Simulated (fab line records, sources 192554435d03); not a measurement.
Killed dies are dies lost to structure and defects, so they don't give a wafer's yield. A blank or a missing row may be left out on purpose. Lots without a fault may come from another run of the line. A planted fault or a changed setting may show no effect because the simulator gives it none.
Split-lot experiment | flow n5_finfet | 7 lots, 21 wafers read, on a route of 1938 steps

THE SPLIT
At N5_HKMG_FIN_ETCH_31 (etches SiARC in CF4, target depth 45.5 nm, time 75.8 s), the setting bias_w was moved away from the recipe's 36 W on 6 of the 21 wafers read, by -10.4% to +14.4%. The other wafers ran this setting at the recipe's value.

The reading is taken at the split's own step.

THE READING
rf_vpp_V, in V, at N5_HKMG_FIN_ETCH_31 (etches SiARC in CF4, target depth 45.5 nm, time 75.8 s). Fault-free wafers of this fab line usually give 184.0 V, standard deviation 1.1 V.

wafer  | tool, chamber at the split | bias_w as run, W | against the recipe | rf_vpp_V, V | against lot-mates on the recipe
L076.4 | rie_diel-05, 3             | 36               | recipe             | 182.6       | -
L076.5 | rie_diel-05, 1             | 39.18            | +8.8%              | 195.4       | +12.3
L076.6 | rie_diel-05, 2             | 36               | recipe             | 183.7       | -
L079.2 | rie_diel-03, 0             | 36               | recipe             | 182.7       | -
L079.3 | rie_diel-03, 2             | 41.2             | +14.4%             | 200.7       | +17.6
L079.4 | rie_diel-03, 3             | 36               | recipe             | 183.4       | -
L080.1 | rie_diel-03, 1             | 38.44            | +6.8%              | 190.9       | +7.2
L080.3 | rie_diel-03, 0             | 38.44            | +6.8%              | 190.3       | +6.6
L080.6 | rie_diel-03, 2             | 36               | recipe             | 183.7       | -
L084.1 | rie_diel-03, 3             | 36               | recipe             | 184.1       | -
L084.2 | rie_diel-03, 2             | 36               | recipe             | 183.0       | -
L084.4 | rie_diel-03, 3             | 36               | recipe             | 183.6       | -
L087.2 | rie_diel-05, 1             | 36               | recipe             | 186.3       | -
L087.3 | rie_diel-05, 0             | 36               | recipe             | 185.8       | -
L087.4 | rie_diel-05, 3             | 36               | recipe             | 183.7       | -
L088.3 | rie_diel-05, 1             | 32.25            | -10.4%             | 171.7       | -14.4
L088.4 | rie_diel-05, 2             | 36               | recipe             | 186.1       | -
L088.5 | rie_diel-05, 3             | 32.25            | -10.4%             | 171.5       | -14.6
L092.1 | rie_diel-03, 2             | 36               | recipe             | 183.0       | -
L092.2 | rie_diel-03, 0             | 36               | recipe             | 184.8       | -
L092.3 | rie_diel-03, 3             | 36               | recipe             | 182.1       | -

THE FIT
A straight line over all 21 wafers: rf_vpp_V changes by +1.16 V for each +1% of bias_w; r = +0.98; the points scatter about the line by 1.2 V.
The same after taking each lot's own level away (the mean of its wafers on the recipe; 21 wafers): +1.28 V for each +1%; r = +0.99; scatter 0.98 V.
On that fit, the largest move of bias_w shifts the reading by 19 V.
The lots' own levels span 183.05 to 186.10 V, that is 2.8 times the standard deviation above.
So the lot-to-lot level changes the slope little: the two slopes agree.
Check: with one of the wafers moved furthest among these (+14.4%) left out of the fit, the line predicts +18.6 V for it against its lot-mates. It came out at +17.6 V against them.
Tool readings at the split's step, against how far the setting was moved: rf_vpp_V r = +0.98.

OTHER SPLITS ON THESE WAFERS
These wafers also went through other splits before the reading. Each is held against what the fit with the lots' levels taken away leaves over:
other split on the same wafers | wafers away from the commonest value | r with rf_vpp_V (lot level and that fit taken away)
N5_SDB_COAT_04 spin_rpm        | 9                                    | +0.12
N5_HKMG_FIN_EXPOSE_09 dose_mj  | 9                                    | -0.32

THE FILE'S OWN FIT
rf_vpp_V changes by +1.27 V for each +1% of bias_w, r = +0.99.
